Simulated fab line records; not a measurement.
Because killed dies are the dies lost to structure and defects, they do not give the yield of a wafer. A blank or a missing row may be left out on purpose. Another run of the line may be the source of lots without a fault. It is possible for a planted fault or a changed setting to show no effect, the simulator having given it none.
Chamber matching / flow n5 finfet / 4 sister chambers for N5_MOL_CONTACT_COAG_ALD_131 on ald sin-03
The step deposits SiO2, target thk 5 nm, pulse time 1 s, co reactant pulse time 1 s. 8 wafers are shown with their chamber, then 9 later ones without.

== EACH WAFER AND ITS CHAMBER ==
wafer=L077.1; chamber=2; heater power w (W)=73; precursor pulse height rel=1.012
wafer=L086.2; chamber=0; heater power w (W)=67; precursor pulse height rel=0.996
wafer=L086.5; chamber=1; heater power w (W)=86; precursor pulse height rel=1.004
wafer=L086.6; chamber=0; heater power w (W)=70; precursor pulse height rel=1.013
wafer=L091.6; chamber=2; heater power w (W)=72; precursor pulse height rel=1.017
wafer=L094.2; chamber=3; heater power w (W)=68; precursor pulse height rel=0.977
wafer=L094.4; chamber=1; heater power w (W)=76; precursor pulse height rel=0.985
wafer=L094.6; chamber=3; heater power w (W)=67; precursor pulse height rel=1.014

== WAFERS WITH NO CHAMBER GIVEN ==
wafer=L095.1; heater power w (W)=66; precursor pulse height rel=1.029
wafer=L095.2; heater power w (W)=65; precursor pulse height rel=1.001
wafer=L095.3; heater power w (W)=78; precursor pulse height rel=0.995
wafer=L095.4; heater power w (W)=74; precursor pulse height rel=0.987
wafer=L095.5; heater power w (W)=72; precursor pulse height rel=0.996
wafer=L095.6; heater power w (W)=67; precursor pulse height rel=0.989
wafer=L096.2; heater power w (W)=65; precursor pulse height rel=0.989
wafer=L096.4; heater power w (W)=66; precursor pulse height rel=1.021
wafer=L096.6; heater power w (W)=75; precursor pulse height rel=1.000

== WHICH CHAMBER EACH WENT THROUGH ==
wafer=L095.1; from the rows above=can't be placed: 0 or 2 or 3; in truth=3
wafer=L095.2; from the rows above=can't be placed: 3 or 0 or 2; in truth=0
wafer=L095.3; from the rows above=can't be placed: 1 or 2 or 0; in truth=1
wafer=L095.4; from the rows above=can't be placed: 2 or 3 or 0 or 1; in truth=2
wafer=L095.5; from the rows above=can't be placed: 0 or 2 or 3 or 1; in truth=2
wafer=L095.6; from the rows above=can't be placed: 3 or 0 or 2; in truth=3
wafer=L096.2; from the rows above=can't be placed: 3 or 0 or 2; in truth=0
wafer=L096.4; from the rows above=can't be placed: 0 or 3 or 2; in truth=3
wafer=L096.6; from the rows above=can't be placed: 2 or 1 or 0 or 3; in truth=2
0 of 9 placed correctly. Unplaceable from these rows: 9, with the true chamber sitting among the candidates in 9. Placed wrongly: 0.
How it was worked out, from the rows above alone: a wafer's distance from a chamber is the root of the sum, over the readings, of the square of ((its reading less the chamber's mean) divided by the reading's scatter). If the next closest chamber is less than 2 further off than the closest, the wafer can't be placed; otherwise it belongs to the closest. A chamber's mean is the mean of its shown wafers. The scatter: the root of (the sum of the squares of (reading less its chamber's mean) over the shown wafers, divided by (wafers less chambers)).
